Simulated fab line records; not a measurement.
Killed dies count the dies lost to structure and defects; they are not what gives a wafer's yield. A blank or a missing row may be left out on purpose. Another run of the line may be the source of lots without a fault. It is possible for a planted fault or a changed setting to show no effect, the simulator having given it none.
Chamber matching    flow nandHarc    NHARC_P_CONTACT_CMP_01 on cmp-01 has 4 sister chambers
The step polishes SiO2, target thk 200 nm. 4 wafers are shown with their chamber, then 9 later ones without.

## EACH WAFER AND ITS CHAMBER
wafer   chamber  motorCurrentA (A)
L086.5  3        11.0
L089.5  0        10.6
L093.3  2        12.0
L093.6  1        10.9

## WAFERS WITH NO CHAMBER GIVEN
wafer   motorCurrentA (A)
L096.1  12.2
L096.2  11.0
L096.3  10.5
L097.2  10.0
L097.4  11.8
L097.6  11.2
L097.1  12.1
L097.3  10.4
L097.5  10.3

## CHAMBER TAKEN BY EACH
wafer    from the rows above            in truth
L096.1   2                              2
L096.2   can't be placed: 3 or 1 or 0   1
L096.3   can't be placed: 0 or 1 or 3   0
L097.2   can't be placed: 0 or 1 or 3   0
L097.4   2                              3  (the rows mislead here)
L097.6   can't be placed: 3 or 1 or 0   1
L097.1   2                              2
L097.3   can't be placed: 0 or 1 or 3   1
L097.5   can't be placed: 0 or 1 or 3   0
2 of 9 placed correctly. Unplaceable from these rows: 6, with the true chamber sitting among the candidates in 6. Wrongly placed: 1.
How it was worked out, from the rows above alone: a wafer's distance from a chamber is the root of the sum, over the readings, of the square of ((its reading less the chamber's mean) divided by the reading's scatter). If the next closest chamber is less than 2 further off than the closest, the wafer can't be placed; otherwise it belongs to the closest. The mean given for a chamber averages the wafers shown for that chamber. The scatter (one wafer shown for each chamber): square how far every hidden wafer sits from the nearest shown wafer, average those squares and take the square root.
